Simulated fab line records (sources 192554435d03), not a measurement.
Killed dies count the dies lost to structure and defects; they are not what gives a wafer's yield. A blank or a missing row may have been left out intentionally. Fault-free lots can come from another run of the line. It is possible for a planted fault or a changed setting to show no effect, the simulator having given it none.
Which of the tools did it? -- flow n5-finfet -- 24 lots, 72 wafers sampled, at 5 steps of a route of 1938

== WHAT THE GAUGES SHOWED, per wafer ==
N5_BEOL_M11_RS_MEAS_57: measures by four-point-probe. Usual: M11_RS typically reads 0.1513 ohm/sq, with standard deviation 0.0023.
lot,measured,on,M11_RS (ohm/sq),flag
L074,day 11 17:31,film-metro-02,0.1514 0.1506 0.1528,
L079,day 11 22:29,film-metro-01,0.1492 0.1536 0.1509,
L077,day 12 00:06,film-metro-02,0.1511 0.1513 0.1508,
L076,day 12 00:20,film-metro-01,0.1526 0.1532 0.1550,
L075,day 12 06:44,film-metro-02,0.1527 0.1509 0.1493,
L078,day 12 15:34,film-metro-02,0.1516 0.1524 0.1541,
L080,day 13 00:16,film-metro-01,0.1505 0.1548 0.1503,
L081,day 13 04:19,film-metro-02,0.1492 0.1517 0.1510,
L082,day 14 04:56,film-metro-01,0.1518 0.1522 0.1539,
L085,day 14 06:10,film-metro-02,0.1533 0.1518 0.1541,
L084,day 15 15:17,film-metro-01,0.1437 0.1473 0.1451,
L086,day 15 16:15,film-metro-01,0.1512 0.1459 0.1537,
L089,day 15 22:40,film-metro-02,0.1490 0.1492 0.1503,
L083,day 16 04:03,film-metro-01,0.1508 0.1511 0.1506,
L088,day 16 08:50,film-metro-01,0.1531 0.1536 0.1538,
L087,day 16 11:04,film-metro-01,0.1490 0.1538 0.1476,
L090,day 16 15:47,film-metro-01,0.1514 0.1464 0.1576,
L093,day 17 11:08,film-metro-01,0.1521 0.1489 0.1524,
L092,day 17 13:58,film-metro-01,0.1490 0.1540 0.1507,
L091,day 17 21:02,film-metro-02,0.1503 0.1479 0.1495,
L094,day 17 20:35,film-metro-01,0.1507 0.1487 0.1503,
L097,day 18 05:22,film-metro-01,0.1504 0.1515 0.1480,
L095,day 18 06:41,film-metro-01,0.1521 0.1526 0.1543,
L096,day 18 22:19,film-metro-02,0.1485 0.1501 0.1491,

N5_BEOL_M12_OVL_MEAS_29. Usual: M12_OVL typically reads 1 nm, with standard deviation 5.7.
lot,measured,on,M12_OVL (nm),flag
L074,day 11 19:23,overlay-01,9 7 9,
L079,day 12 00:13,overlay-02,3 2 4,
L077,day 12 01:49,overlay-02,5 4 3,
L076,day 12 02:07,overlay-02,-4 -2 -7,
L075,day 12 08:11,overlay-01,7 11 4,
L078,day 12 17:16,overlay-01,-4 -2 -1,
L080,day 13 01:44,overlay-02,7 2 9,
L081,day 13 05:53,overlay-01,3 2 1,
L082,day 14 06:38,overlay-01,-2 3 -3,
L085,day 14 07:40,overlay-01,-3 0 9,
L084,day 15 16:50,overlay-01,1 -2 0,
L086,day 15 17:49,overlay-01,7 3 3,
L089,day 16 00:07,overlay-02,9 6 9,
L083,day 16 05:37,overlay-01,-11 -7 -4,
L088,day 16 10:17,overlay-02,2 0 2,
L087,day 16 12:38,overlay-02,-1 -3 2,
L090,day 16 17:22,overlay-02,13 11 14,
L093,day 17 12:44,overlay-02,-5 -9 -9,
L092,day 17 15:52,overlay-01,3 4 -4,
L091,day 17 22:37,overlay-01,-1 -9 -6,
L094,day 17 22:09,overlay-02,7 8 3,
L097,day 18 06:56,overlay-02,-7 -8 3,
L095,day 18 08:19,overlay-01,-3 0 -2,
L096,day 19 01:23,overlay-01,2 -8 4,

N5_BEOL_M13_THK_MEAS_01. Usual: M13_ILD_THK typically reads 836 nm, with standard deviation 10.
lot,measured,on,M13_ILD_THK (nm),flag
L074,day 11 22:26,film-metro-01,824 817 841,
L079,day 12 05:34,film-metro-01,834 832 842,
L077,day 12 06:40,film-metro-02,833 841 843,
L076,day 12 05:57,film-metro-02,830 829 850,
L075,day 12 12:57,film-metro-01,827 815 831,
L078,day 12 20:57,film-metro-02,811 836 832,
L080,day 13 06:37,film-metro-02,840 838 848,
L081,day 13 09:27,film-metro-02,809 837 828,
L082,day 14 09:50,film-metro-01,828 846 842,
L085,day 14 10:07,film-metro-01,829 823 832,
L084,day 15 20:06,film-metro-01,813 835 832,
L086,day 15 20:33,film-metro-01,831 832 834,
L089,day 16 06:20,film-metro-01,837 843 852,
L083,day 16 08:46,film-metro-02,818 829 821,
L088,day 16 15:43,film-metro-02,837 841 855,
L087,day 16 17:35,film-metro-02,843 848 855,
L090,day 16 22:02,film-metro-02,829 828 853,
L093,day 17 15:28,film-metro-02,836 846 852,
L092,day 17 21:02,film-metro-01,832 839 849,
L091,day 18 01:34,film-metro-02,837 827 848,
L094,day 18 02:10,film-metro-02,829 828 839,
L097,day 18 10:25,film-metro-01,833 837 826,
L095,day 18 13:28,film-metro-02,852 844 848,
L096,day 19 05:16,film-metro-01,832 836 826,

== TOOL THAT RAN EACH LOT (tool first, then ch and the chambers of the sampled wafers, then the start) ==
lot,N5_BEOL_M11_ETCH_65,N5_BEOL_M12_PRE_CLEAN_42
L074,"rie-diel-02 ch 2,3, day 11 14:49","pvd-sputter-01, day 11 21:02"
L079,"rie-diel-02 ch 0,2, day 11 19:14","pvd-sputter-03, day 12 03:55"
L077,"rie-diel-02 ch 0,1,3, day 11 21:22","pvd-sputter-03, day 12 04:23"
L076,"rie-diel-06 ch 0,1,3, day 11 21:32","pvd-sputter-01, day 12 04:17"
L075,"rie-diel-03 ch 0,3, day 12 03:46","pvd-sputter-03, day 12 10:28"
L078,"rie-diel-02 ch 0,2,3, day 12 11:16","pvd-sputter-01, day 12 19:04"
L080,"rie-diel-02 ch 0,2,3, day 12 20:44","pvd-sputter-03, day 13 05:13"
L081,"rie-diel-03 ch 0,2,3, day 13 01:06","pvd-sputter-01, day 13 08:04"
L082,"rie-diel-02 ch 0,2,3, day 14 00:20","pvd-sputter-01, day 14 08:23"
L085,"rie-diel-03 ch 0,2,3, day 14 03:41","pvd-sputter-01, day 14 08:43"
L084,"rie-diel-03 ch 1,2, day 15 10:47","pvd-sputter-01, day 15 18:43"
L086,"rie-diel-03 ch 0,1,2, day 15 13:42","pvd-sputter-01, day 15 19:02"
L089,"rie-diel-03 ch 1,2, day 15 20:02","pvd-sputter-02, day 16 04:56"
L083,"rie-diel-02 ch 1,2, day 16 00:49","pvd-sputter-03, day 16 06:59"
L088,"rie-diel-02 ch 1,2,3, day 16 05:14","pvd-sputter-03, day 16 14:20"
L087,"rie-diel-03 ch 1,2,3, day 16 07:38","pvd-sputter-02, day 16 15:56"
L090,"rie-diel-03 ch 0,1,2, day 16 12:20","pvd-sputter-02, day 16 20:37"
L093,"rie-diel-02 ch 2,3, day 17 07:41","pvd-sputter-02, day 17 14:02"
L092,"rie-diel-03 ch 0,2,3, day 17 10:46","pvd-sputter-02, day 17 19:33"
L091,"rie-diel-06 ch 0,1,2, day 17 17:23","pvd-sputter-02, day 18 00:10"
L094,"rie-diel-06 ch 0,1,2, day 17 17:52","pvd-sputter-03, day 18 00:10"
L097,"rie-diel-06 ch 0,1,2, day 18 00:35","pvd-sputter-01, day 18 09:01"
L095,"rie-diel-02 ch 1,2, day 18 03:48","pvd-sputter-01, day 18 12:04"
L096,"rie-diel-02 ch 0,2, day 18 18:48","pvd-sputter-02, day 19 03:52"
- N5_BEOL_M11_ETCH_65: etches SiARC in CF4, target depth 39 nm, time 65 s.
- N5_BEOL_M12_PRE_CLEAN_42: time 30 s.

== AS READ BY THE TOOLS THEMSELVES (means over the sampled wafers that have a number; for cases with no such wafer, the mark the record gives instead) ==
N5_BEOL_M11_ETCH_65. Usual: drypump-motor-current-A 5.7 A, standard deviation 0.47; etch-rf-on-time-s 64.8 s, standard deviation 0.93; oes-product-au 0.70 a.u., standard deviation 0.07; rf-vpp-V 184.2 V, standard deviation 1.2; showerhead-plenum-p-Torr 2.15 Torr, standard deviation 0.075; throttle-valve-pct 15.59 %, standard deviation 0.22.
lot,tool,drypump-motor-current-A (A),etch-rf-on-time-s (s),oes-product-au (a.u.),rf-vpp-V (V),showerhead-plenum-p-Torr (Torr),throttle-valve-pct (%),flag
L074,rie-diel-02,5.9,64.8,0.65,183.5,2.12,15.91,
L079,rie-diel-02,5.8,64.8,0.71,183.8,2.13,15.56,
L077,rie-diel-02,5.9,65.1,0.72,184.2,2.11,15.59,
L076,rie-diel-06,5.4,65.1,0.64,183.4,2.14,15.81,
L075,rie-diel-03,5.3,65.8,0.72,184.8,2.21,15.42,
L078,rie-diel-02,5.8,64.8,0.66,184.3,2.13,15.75,
L080,rie-diel-02,5.8,64.4,0.67,183.5,2.13,15.75,
L081,rie-diel-03,5.2,65.8,0.73,185.5,2.21,15.44,
L082,rie-diel-02,5.8,64.1,0.66,183.9,2.12,15.76,
L085,rie-diel-03,5.2,64.9,0.72,184.9,2.20,15.46,
L084,rie-diel-03,5.8,63.5,0.80,185.3,2.21,15.37,
L086,rie-diel-03,5.3,64.7,0.75,184.8,2.18,15.43,
L089,rie-diel-03,5.6,64.4,0.78,185.0,2.24,15.42,
L083,rie-diel-02,6.2,65.3,0.68,185.3,2.18,15.53,
L088,rie-diel-02,6.1,64.8,0.65,184.3,2.15,15.76,
L087,rie-diel-03,5.6,64.3,0.76,184.5,2.23,15.42,
L090,rie-diel-03,5.4,64.4,0.74,184.5,2.17,15.44,
L093,rie-diel-02,6.0,65.1,0.60,184.5,2.16,15.91,
L092,rie-diel-03,5.2,65.2,0.70,184.9,2.20,15.50,
L091,rie-diel-06,5.7,65.4,0.72,183.7,2.11,15.55,
L094,rie-diel-06,5.8,64.0,0.73,183.3,2.11,15.55,
L097,rie-diel-06,5.8,63.5,0.73,183.6,2.11,15.55,
L095,rie-diel-02,6.2,65.1,0.66,184.7,2.18,15.57,
L096,rie-diel-02,5.8,63.8,0.66,183.5,2.11,15.65,

N5_BEOL_M12_PRE_CLEAN_42. Usual: heater-power-w 356 W, standard deviation 39.
lot,tool,heater-power-w (W),flag
L074,pvd-sputter-01,322,
L079,pvd-sputter-03,353,
L077,pvd-sputter-03,345,
L076,pvd-sputter-01,353,
L075,pvd-sputter-03,339,
L078,pvd-sputter-01,351,
L080,pvd-sputter-03,332,
L081,pvd-sputter-01,328,
L082,pvd-sputter-01,335,
L085,pvd-sputter-01,349,
L084,pvd-sputter-01,314,
L086,pvd-sputter-01,325,
L089,pvd-sputter-02,380,
L083,pvd-sputter-03,376,
L088,pvd-sputter-03,344,
L087,pvd-sputter-02,384,
L090,pvd-sputter-02,392,
L093,pvd-sputter-02,393,
L092,pvd-sputter-02,377,
L091,pvd-sputter-02,379,
L094,pvd-sputter-03,344,
L097,pvd-sputter-01,384,
L095,pvd-sputter-01,323,
L096,pvd-sputter-02,378,

== THE ANSWER, worked out from the rows above alone ==
Rule: lot off if the mean of its wafers having a number is beyond 3 standard deviations from the usual mean. A lot without any number at a reading at which 4 lots or more have one is off too. The other lots that the step has rows for count as sound. The gauges are gone through in route order, then the tools' own readings, and for those a lot's mean is taken as printed above. The first step at which some lot is off is used, and at that step the reading that is off furthest; a lot without a number counts as furthest.
No lot is off at any reading shown: from this, nothing can be told.

== WHAT THE SIMULATOR PUT IN ==
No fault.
